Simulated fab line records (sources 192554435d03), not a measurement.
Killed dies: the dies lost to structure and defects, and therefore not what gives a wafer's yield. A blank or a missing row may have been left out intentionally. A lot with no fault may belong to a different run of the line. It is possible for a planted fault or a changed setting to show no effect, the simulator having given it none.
fab line records | flow n5Finfet
record lots=12 | wafers=36 | lastDay=19
route steps=1938 shown BEOL_M12@1648 BEOL_M13@1669 PASSIVATION@1936
lots that met no fault: from a run of the same line without faults
startH: the number of hours between the record's first day and the start of the first shown wafer of the lot | waitH: time in hours since the lot's previous step | " identical to the entry in the row above | L1.1+2: one row covering several wafers at once | - no value present, or no start provided | * or withheld: withheld | < > ~ a bound
route shown NAME@n: NAME is a module with steps in the file, n the number in the route of the first one | usual: mean/standard deviation of fault-free wafers | same: alike in all rows | chamber/n: place in a boat | sites: the reading at each site | _std_site: the values' standard deviation | _edge_site: the outer-site mean with the inner-site mean subtracted | radiusMm: how far each site lies from the wafer's centre | mask NAME#n: copy n | behind: the most recent tool/chamber to have shaped the wafer | hold: reason for holding the lot/hours on hold/outcome of the hold | device: transistor that didn't switch, given as n, p or np | end of line: at the end of the route, the tests of the same wafers | a step with no rows: only its recipe | killed: dies that structure and defects cost at the first sort, which is not the same as the wafer's yield | map: a wafer's dies, x killed, . not, _ none there
set.NAME: the setting that was run; set.NAME@STEP: the one run at that earlier step | model.NAME: the simulator's own value behind a step, which no gauge read
the route's steps for a sample of lots (tables are steps, rows are wafers)
services: a tool's chamber out of use, with start hour (startH, from the record's first day; less than 0 if before it), hours out, and reason
## steps
# step N5_BEOL_M12_SPUTTER_43
# recipe material=TaN | targetThkA=150 | tempC=50 | biasV=168.6 | powerW=15000 | chamberPressurePa=0.12 | timeS=24.19
# usual biasV=168.7/1.7 | cathodeDcPowerW=15000/2.4 | throttleValvePct=30.1/1.3
lot.wafer | tool          | chamber | startH | waitH | biasV | cathodeDcPowerW | throttleValvePct
L132.2    | pvdSputter-03 | -       | 281.80 | 0.0   | 168.4 | 15001           | 30.9
L132.3    | "             | -       | "      | "     | 169.0 | 14997           | 29.8
L132.5    | "             | -       | "      | "     | 170.7 | 14999           | 30.8
L131.1    | pvdSputter-03 | -       | 283.54 | 0.0   | 169.9 | 14999           | 27.9
L131.3    | "             | -       | "      | "     | 170.0 | 14999           | 28.4
L131.6    | "             | -       | "      | "     | 165.5 | 14999           | 30.7
L130.1    | pvdSputter-02 | -       | 284.75 | 0.0   | 168.5 | 14999           | 30.0
L130.3    | "             | -       | "      | "     | 168.6 | 15000           | 29.9
L130.5    | "             | -       | "      | "     | 170.7 | 15002           | 30.1
L134.1    | pvdSputter-02 | -       | 296.12 | 0.0   | 169.6 | 15001           | 30.1
L134.4    | "             | -       | "      | "     | 170.8 | 14997           | 30.5
L134.6    | "             | -       | "      | "     | 167.7 | 15000           | 29.9
L137.2    | pvdSputter-03 | -       | 309.69 | 0.0   | 165.5 | 14998           | 28.2
L137.4    | "             | -       | "      | "     | 171.8 | 15004           | 30.0
L137.6    | "             | -       | "      | "     | 168.8 | 14999           | 28.1
L135.1    | pvdSputter-01 | -       | 312.08 | 0.0   | 166.8 | 14995           | 31.2
L135.2    | "             | -       | "      | "     | 167.4 | 14997           | 29.2
L135.4    | "             | -       | "      | "     | 168.4 | 14998           | 33.6
L142.2    | pvdSputter-01 | -       | 350.32 | 0.0   | 169.6 | 15003           | 29.5
L142.4    | "             | -       | "      | "     | 168.0 | 15000           | 30.4
L142.5    | "             | -       | "      | "     | 167.1 | 15003           | 33.2
L144.1    | pvdSputter-02 | -       | 368.99 | 0.0   | 168.7 | 15001           | 30.0
L144.2    | "             | -       | "      | "     | 171.9 | 15001           | 28.0
L144.5    | "             | -       | "      | "     | 168.3 | 15002           | 31.1
L151.1    | pvdSputter-01 | -       | 394.69 | 0.0   | 172.1 | 15002           | 29.2
L151.3    | "             | -       | "      | "     | 169.3 | 15001           | 30.5
L151.4    | "             | -       | "      | "     | 168.6 | 14999           | 31.0
L150.3    | pvdSputter-02 | -       | 396.21 | 0.0   | 169.1 | 15004           | 30.2
L150.4    | "             | -       | "      | "     | 167.6 | 14999           | 29.8
L150.5    | "             | -       | "      | "     | 169.6 | 14998           | 28.1
L152.1    | pvdSputter-03 | -       | 397.21 | 0.0   | 171.0 | 15000           | 30.8
L152.3    | "             | -       | "      | "     | 166.8 | 14999           | 28.2
L152.4    | "             | -       | "      | "     | 170.8 | 15002           | 29.8
L153.1    | pvdSputter-01 | -       | 413.81 | 0.0   | 166.6 | 15003           | 29.3
L153.3    | "             | -       | "      | "     | 169.0 | 15000           | 30.4
L153.6    | "             | -       | "      | "     | 166.3 | 14997           | 31.2
# step N5_BEOL_M12_DEP_53
# recipe material=SiCN | targetThkA=300 | tempC=withheld | precursor=3MS/NH3 | pressureTorr=3 | rfW=675 | timeS=10.5
# usual showerheadPlenumPTorr=4.150/0.024 | throttleValvePct=18.5/1
lot.wafer | tool     | chamber | startH | waitH | showerheadPlenumPTorr | throttleValvePct
L132.2    | pecvd-04 | 2       | 282.88 | 0.0   | 4.121                 | 17.4
L132.3    | "        | 0       | "      | "     | 4.149                 | 18.1
L132.5    | "        | 1       | "      | "     | 4.168                 | 18.5
L131.1    | pecvd-03 | 1       | 284.62 | 0.0   | 4.155                 | 19.7
L131.3    | "        | 0       | "      | "     | 4.170                 | 20.6
L131.6    | "        | 0       | "      | "     | 4.171                 | 20.4
L130.1    | pecvd-03 | 2       | 285.83 | 0.0   | 4.180                 | 17.0
L130.3    | "        | 1       | "      | "     | 4.150                 | 19.9
L130.5    | "        | 0       | "      | "     | 4.177                 | 20.1
L134.1    | pecvd-04 | 2       | 297.19 | 0.0   | 4.117                 | 17.3
L134.4    | "        | 2       | "      | "     | 4.107                 | 17.2
L134.6    | "        | 1       | "      | "     | 4.172                 | 18.7
L137.2    | pecvd-04 | 1       | 310.96 | 0.0   | 4.166                 | 18.9
L137.4    | "        | 2       | "      | "     | 4.116                 | 17.2
L137.6    | "        | 0       | "      | "     | 4.159                 | 18.1
L135.1    | pecvd-02 | 1       | 313.16 | 0.0   | 4.133                 | 19.6
L135.2    | "        | 2       | "      | "     | 4.129                 | 17.5
L135.4    | "        | 1       | "      | "     | 4.135                 | 19.6
L142.2    | pecvd-03 | 2       | 351.39 | 0.0   | 4.166                 | 17.3
L142.4    | "        | 1       | "      | "     | 4.166                 | 19.6
L142.5    | "        | 2       | "      | "     | 4.178                 | 17.1
L144.1    | pecvd-02 | 0       | 370.75 | 0.0   | 4.173                 | 19.1
L144.2    | "        | 1       | "      | "     | 4.131                 | 19.5
L144.5    | "        | 1       | "      | "     | 4.134                 | 19.6
L151.1    | pecvd-02 | 1       | 395.79 | 0.0   | 4.147                 | 19.6
L151.3    | "        | 0       | "      | "     | 4.171                 | 19.2
L151.4    | "        | 2       | "      | "     | 4.112                 | 17.8
L150.3    | pecvd-02 | 1       | 397.28 | 0.0   | 4.140                 | 19.6
L150.4    | "        | 2       | "      | "     | 4.123                 | 18.0
L150.5    | "        | 0       | "      | "     | 4.180                 | 19.2
L152.1    | pecvd-04 | 2       | 398.30 | 0.0   | 4.112                 | 17.5
L152.3    | "        | 2       | "      | "     | 4.102                 | 17.4
L152.4    | "        | 0       | "      | "     | 4.154                 | 18.3
L153.1    | pecvd-04 | 2       | 415.06 | 0.0   | 4.109                 | 17.7
L153.3    | "        | 0       | "      | "     | 4.150                 | 18.2
L153.6    | "        | 2       | "      | "     | 4.115                 | 17.5
# step N5_BEOL_M13_CD_MEAS_10
# recipe targetCdNm=190 | landingEnergyEv=500 | detector=seInlens | polarity=opening
# usual cdNm=190.0/1.6
lot.wafer | tool     | chamber | startH | waitH | cdNm
L132.2    | cdSem-03 | 0       | 283.46 | -     | 190.1
L132.3    | "        | 0       | "      | "     | 189.0
L132.5    | "        | 0       | "      | "     | 189.9
L131.1    | cdSem-03 | 0       | 285.32 | -     | 191.4
L131.3    | "        | 0       | "      | "     | 193.4
L131.6    | "        | 0       | "      | "     | 190.8
L130.1    | cdSem-01 | 0       | 286.41 | -     | 190.4
L130.3    | "        | 0       | "      | "     | 190.8
L130.5    | "        | 0       | "      | "     | 191.6
L134.1    | cdSem-02 | 0       | 297.77 | -     | 188.8
L134.4    | "        | 0       | "      | "     | 189.0
L134.6    | "        | 0       | "      | "     | 188.3
L137.2    | cdSem-02 | 0       | 311.54 | -     | 188.8
L137.4    | "        | 0       | "      | "     | 188.8
L137.6    | "        | 0       | "      | "     | 190.1
L135.1    | cdSem-03 | 0       | 313.74 | -     | 189.8
L135.2    | "        | 0       | "      | "     | 190.7
L135.4    | "        | 0       | "      | "     | 190.7
L142.2    | cdSem-03 | 0       | 352.10 | -     | 187.9
L142.4    | "        | 0       | "      | "     | 188.9
L142.5    | "        | 0       | "      | "     | 187.5
L144.1    | cdSem-01 | 0       | 371.45 | -     | 192.3
L144.2    | "        | 0       | "      | "     | 193.3
L144.5    | "        | 0       | "      | "     | 192.4
L151.1    | cdSem-03 | 0       | 396.55 | -     | 192.2
L151.3    | "        | 0       | "      | "     | 192.1
L151.4    | "        | 0       | "      | "     | 192.5
L150.3    | cdSem-03 | 0       | 397.92 | -     | 192.2
L150.4    | "        | 0       | "      | "     | 190.3
L150.5    | "        | 0       | "      | "     | 192.3
L152.1    | cdSem-02 | 0       | 399.02 | -     | 189.9
L152.3    | "        | 0       | "      | "     | 188.7
L152.4    | "        | 0       | "      | "     | 188.7
L153.1    | cdSem-03 | 0       | 415.77 | -     | 191.0
L153.3    | "        | 0       | "      | "     | 191.7
L153.6    | "        | 0       | "      | "     | 190.8
# step N5_BEOL_M13_COAT_65
# recipe resist=SOC | tempC=250 | timeS=60 | spinRpm=1500 | resistThkNm=350
# usual chillPlateTempC=22.99/0.098 | spinSpeedRpm=1499.9/0.88
lot.wafer | tool          | chamber | startH | waitH | chillPlateTempC | spinSpeedRpm
L132.2    | lithoTrack-05 | 0       | 284.11 | 0.0   | 22.99           | 1501.0
L132.3    | "             | 0       | "      | "     | 23.11           | 1500.3
L132.5    | "             | 0       | "      | "     | 22.86           | 1499.9
L131.1    | lithoTrack-01 | 0       | 285.97 | 0.0   | 23.03           | 1500.8
L131.3    | "             | 0       | "      | "     | 22.93           | 1500.6
L131.6    | "             | 0       | "      | "     | 22.91           | 1500.5
L130.1    | lithoTrack-01 | 0       | 287.26 | 0.0   | 23.25           | 1499.2
L130.3    | "             | 0       | "      | "     | 23.11           | 1498.6
L130.5    | "             | 0       | "      | "     | 23.15           | 1500.7
L134.1    | lithoTrack-01 | 0       | 298.53 | 0.0   | 22.76           | 1499.9
L134.4    | "             | 0       | "      | "     | 22.87           | 1499.0
L134.6    | "             | 0       | "      | "     | 23.01           | 1499.7
L137.2    | lithoTrack-05 | 0       | 312.20 | 0.0   | 22.92           | 1499.6
L137.4    | "             | 0       | "      | "     | 22.83           | 1500.2
L137.6    | "             | 0       | "      | "     | 22.91           | 1498.6
L135.1    | lithoTrack-03 | 0       | 314.40 | 0.0   | 22.84           | 1499.7
L135.2    | "             | 0       | "      | "     | 22.99           | 1499.5
L135.4    | "             | 0       | "      | "     | 22.91           | 1500.2
L142.2    | lithoTrack-01 | 0       | 353.14 | 0.0   | 22.98           | 1381.0
L142.4    | "             | 0       | "      | "     | 23.00           | 1381.2
L142.5    | "             | 0       | "      | "     | 23.01           | 1382.0
L144.1    | lithoTrack-01 | 0       | 372.84 | 0.0   | 22.93           | 1381.0
L144.2    | "             | 0       | "      | "     | 22.82           | 1382.1
L144.5    | "             | 0       | "      | "     | 23.06           | 1382.9
L151.1    | lithoTrack-05 | 0       | 397.23 | 0.0   | 23.05           | 1498.9
L151.3    | "             | 0       | "      | "     | 23.02           | 1498.3
L151.4    | "             | 0       | "      | "     | 23.02           | 1500.7
L150.3    | lithoTrack-01 | 0       | 398.58 | 0.0   | 23.03           | 1380.9
L150.4    | "             | 0       | "      | "     | 23.02           | 1380.5
L150.5    | "             | 0       | "      | "     | 22.99           | 1380.4
L152.1    | lithoTrack-03 | 0       | 399.67 | 0.0   | 23.05           | 1499.5
L152.3    | "             | 0       | "      | "     | 23.01           | 1500.6
L152.4    | "             | 0       | "      | "     | 23.00           | 1499.7
L153.1    | lithoTrack-05 | 0       | 416.42 | 0.0   | 23.11           | 1501.0
L153.3    | "             | 0       | "      | "     | 23.14           | 1500.5
L153.6    | "             | 0       | "      | "     | 23.17           | 1501.4
# step N5_PASSIVATION_PROBE_49
# usual defectLimitedYield=91.0/1.4 | killed_at_M0_to_M3=33/11 | killed_at_M4_up=14/5 | killedAtContacts=11/7.3 | killedAtFrontEnd=43/12 | killedAtOther=4/3.1 | killedDies=106/17 | killedOpen=69/13 | killedShort=34/8.7 | sort_bin_5_function=5.2/0.96 | sort_bin_6_memory=3.3/0.66 | sortNPass=1074/17 | sortYieldPct=91.0/1.4
# same grossDies=1180 | killedAtBackSide=0 | sort_bin_4_leakage[%]=0 | sort_bin_8_speed[%]=0
lot.wafer | tool      | chamber | startH | waitH | defectLimitedYield[%] | killed_at_M0_to_M3 | killed_at_M4_up | killedAtContacts | killedAtFrontEnd | killedAtOther | killedDies | killedOpen | killedShort | sort_bin_5_function[%] | sort_bin_6_memory[%] | sortNPass | sortYieldPct[%]
L130.1    | prober-01 | -       | 326.47 | 0.0   | 90.4                  | 27                 | 14              | 8                | 63               | 1             | 113        | 82         | 26          | 6.3                    | 2.6                  | 1067      | 90.4
L130.3    | prober-01 | -       | 326.57 | 0.1   | 91.6                  | 27                 | 11              | 6                | 55               | 0             | 99         | 72         | 26          | 5.8                    | 2.5                  | 1081      | 91.6
L130.5    | prober-01 | -       | 326.67 | 0.2   | 89.6                  | 31                 | 17              | 11               | 61               | 3             | 123        | 78         | 44          | 6.3                    | 3.6                  | 1057      | 89.6
L142.2    | prober-01 | -       | 394.34 | 0.1   | 90.3                  | 27                 | 11              | 9                | 63               | 5             | 115        | 67         | 48          | 5.2                    | 3.9                  | 1065      | 90.3
L142.4    | prober-01 | -       | 394.44 | 0.2   | 90.7                  | 41                 | 10              | 5                | 52               | 2             | 110        | 74         | 36          | 4.9                    | 3.2                  | 1070      | 90.7
L142.5    | prober-01 | -       | 394.49 | 0.2   | 89.4                  | 26                 | 20              | 6                | 67               | 6             | 125        | 79         | 40          | 6.0                    | 4.2                  | 1055      | 89.4
L144.1    | prober-02 | -       | 407.13 | 0.0   | 90.7                  | 35                 | 10              | 26               | 37               | 2             | 110        | 80         | 28          | 5.1                    | 4.1                  | 1070      | 90.7
L144.2    | prober-02 | -       | 407.18 | 0.1   | 88.3                  | 27                 | 16              | 31               | 60               | 4             | 138        | 102        | 30          | 6.3                    | 4.7                  | 1042      | 88.3
L144.5    | prober-02 | -       | 407.33 | 0.2   | 88.5                  | 25                 | 19              | 51               | 36               | 5             | 136        | 104        | 26          | 7.5                    | 3.5                  | 1044      | 88.5
# killed by level:class
L130.1 STI_FIN_REVEAL:geometricParticle:open=30 BEOL_M3:geometricParticle:open=10 FIN_SAQP:geometricParticle:open=9 FIN_SAQP:geometricParticle:short=7 MOL_CONTACT_COAG:geometricParticle:open=5 BEOL_M2:geometricParticle:open=4 BEOL_M5:geometricParticle:open=4 BEOL_M4:geometricParticle:open=4
L130.3 STI_FIN_REVEAL:geometricParticle:open=23 FIN_SAQP:geometricParticle:open=11 BEOL_M0_SAQP:geometricParticle:open=6 MOL_CONTACT_COAG:geometricParticle:open=5 BEOL_M0_SAQP:geometricParticle:short=5 BEOL_M1:geometricParticle:short=5 BEOL_M1:geometricParticle:open=4 BEOL_M4:geometricParticle:open=4
L130.5 STI_FIN_REVEAL:geometricParticle:open=18 BEOL_M1:geometricParticle:open=11 STI_FIN_REVEAL:geometricParticle:short=10 MOL_CONTACT_COAG:geometricParticle:open=9 FIN_SAQP:geometricParticle:short=8 FIN_SAQP:geometricParticle:open=8 BEOL_M4:geometricParticle:open=8 GATE_CUT:geometricParticle:short=7
L142.2 FIN_SAQP:geometricParticle:short=16 STI_FIN_REVEAL:geometricParticle:open=12 GATE_CUT:geometricParticle:short=10 MOL_CONTACT_COAG:geometricParticle:open=9 BEOL_M0_SAQP:geometricParticle:open=9 DUMMY_GATE:geometricParticle:open=7 BEOL_M2:geometricParticle:open=6 BEOL_M0_SAQP:geometricParticle:short=5
L142.4 FIN_SAQP:geometricParticle:open=19 BEOL_M0_SAQP:geometricParticle:open=15 BEOL_M0_SAQP:geometricParticle:short=12 FIN_SAQP:geometricParticle:short=9 BEOL_M3:geometricParticle:open=7 BEOL_M4:geometricParticle:open=6 MOL_CONTACT_COAG:geometricParticle:open=5 STI_FIN_REVEAL:geometricParticle:open=4
L142.5 STI_FIN_REVEAL:geometricParticle:open=20 BEOL_M0_SAQP:geometricParticle:open=9 FIN_SAQP:geometricParticle:open=8 BEOL_M0_SAQP:geometricParticle:short=8 BEOL_M4:geometricParticle:open=8 FIN_SAQP:geometricParticle:short=7 DUMMY_GATE:geometricParticle:open=7 GATE_CUT:geometricParticle:short=7
L144.1 MOL_CONTACT_COAG:geometricParticle:open=20 STI_FIN_REVEAL:geometricParticle:open=16 BEOL_M1:geometricParticle:open=10 BEOL_M0_SAQP:geometricParticle:open=9 FIN_SAQP:geometricParticle:open=6 MOL_CONTACT_COAG:geometricParticle:short=6 STI_FIN_REVEAL:geometricParticle:short=5 BEOL_M2:geometricParticle:short=5
L144.2 MOL_CONTACT_COAG:geometricParticle:open=26 STI_FIN_REVEAL:geometricParticle:open=24 BEOL_M0_SAQP:geometricParticle:open=7 FIN_SAQP:geometricParticle:open=6 BEOL_M0_SAQP:geometricParticle:short=6 HKMG_FIN:areaEtch=6 FIN_SAQP:geometricParticle:short=5 STI_FIN_REVEAL:geometricParticle:short=5
L144.5 MOL_CONTACT_COAG:geometricParticle:open=44 BEOL_M4:geometricParticle:open=12 FIN_SAQP:geometricParticle:open=9 STI_FIN_REVEAL:geometricParticle:open=8 MOL_CONTACT_COAG:geometricParticle:short=7 BEOL_M0_SAQP:geometricParticle:short=5 BEOL_M1:geometricParticle:open=5 HKMG_FIN:areaEtch=5
## services
tool          | chamber | startH | hours | kind
pecvd-04      | 2       | 258.08 | 2.1   | scheduledDown
pecvd-02      | 1       | 260.62 | 5.5   | scheduledDown
lithoTrack-03 | -       | 264.18 | -     | consumableReplace:filter
pecvd-04      | 0       | 292.97 | 2.1   | scheduledDown
lithoTrack-05 | -       | 321.09 | -     | consumableReplace:filter
pecvd-03      | -       | 331.36 | 0.6   | repair
pecvd-03      | 2       | 335.42 | 2.1   | scheduledDown
lithoTrack-01 | -       | 345.96 | -     | consumableReplace:filter
pvdSputter-03 | -       | 353.36 | 1.1   | repair
pecvd-03      | 1       | 354.73 | 2.1   | scheduledDown
pvdSputter-03 | -       | 355.01 | 3.2   | repair
pecvd-02      | -       | 376.57 | 1.0   | repair
pecvd-04      | 1       | 383.62 | -     | clean
pecvd-04      | 1       | 383.62 | -     | consumableReplace:showerhead
pecvd-04      | 1       | 383.62 | 29.0  | scheduledDown
pecvd-04      | 1       | 383.62 | 29.0  | ventCycle
lithoTrack-01 | -       | 403.05 | -     | consumableReplace:filter
## key
firstSign step=N5_BEOL_M13_COAT_65 | reading=spinSpeedRpm | direction=down | sigmas=99+ | usual=* | struck=*
effect none on later readings
metAt N5_BEOL_M13_COAT_65
struckLots L142,L144,L150
notActingAt N5_BEOL_M12_SPUTTER_43,N5_BEOL_M12_DEP_53,N5_BEOL_M13_CD_MEAS_10
onsetBetween 298.53 353.14
fault kind=processParameterDrift | tool=lithoTrack-01 | chamber=- | onsetH=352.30 | steps=N5_BEOL_M13_COAT_65 | channel=spinRpm | offset=* | shape=step | endH=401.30 | actsIn=* | stated=*
